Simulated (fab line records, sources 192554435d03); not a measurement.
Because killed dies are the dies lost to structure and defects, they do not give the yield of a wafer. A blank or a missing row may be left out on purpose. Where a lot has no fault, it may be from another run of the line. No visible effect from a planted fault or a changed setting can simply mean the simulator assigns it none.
Matching of chambers | flow n5 finfet | N5_SDB_HM_DEP_00 on pecvd-04 has 3 sister chambers
The step deposits SiNx from SiH4/NH3/N2, target thk 40 nm, time 35.3 s. 6 wafers are shown with their chamber, then 11 later ones without.

WAFERS PAIRED WITH THEIR CHAMBERS
wafer  | chamber | throttle valve pct (%) | showerhead plenum p Torr (Torr)
L083.5 | 1       | 42.1                   | 5.21
L084.3 | 1       | 41.9                   | 5.21
L084.4 | 0       | 43.1                   | 5.08
L086.2 | 0       | 43.2                   | 5.07
L086.6 | 2       | 37.8                   | 5.08
L088.2 | 2       | 37.9                   | 5.06

WAFERS MISSING THEIR CHAMBER
wafer  | throttle valve pct (%) | showerhead plenum p Torr (Torr)
L088.5 | 43.3                   | 5.06
L088.6 | 38.0                   | 5.09
L092.2 | 41.9                   | 5.21
L092.4 | 41.9                   | 5.21
L092.6 | 43.2                   | 5.06
L095.1 | 38.0                   | 5.08
L095.2 | 43.3                   | 5.06
L095.5 | 43.2                   | 5.06
L097.3 | 38.1                   | 5.07
L097.5 | 43.4                   | 5.06
L097.6 | 37.9                   | 5.08

WHICH CHAMBER EACH WENT THROUGH
wafer  | from the rows above | in truth
L088.5 | 0                   | 0
L088.6 | 2                   | 2
L092.2 | 1                   | 1
L092.4 | 1                   | 1
L092.6 | 0                   | 0
L095.1 | 2                   | 2
L095.2 | 0                   | 0
L095.5 | 0                   | 0
L097.3 | 2                   | 2
L097.5 | 0                   | 0
L097.6 | 2                   | 2
Correctly placed: 11 of 11. Not placeable from these rows: 0. 0 placed wrongly.
How it was worked out, from the rows above alone: a wafer's distance from a chamber is the root of the sum, over the readings, of the square of ((its reading less the chamber's mean) divided by the reading's scatter). If the next closest chamber is less than 2 further off than the closest, the wafer can't be placed; otherwise it belongs to the closest. A chamber's mean is the mean of its shown wafers. How the scatter is found: for the shown wafers, subtract from each reading the mean of its chamber, square and add these, divide the total by (wafers less chambers), then take the root.
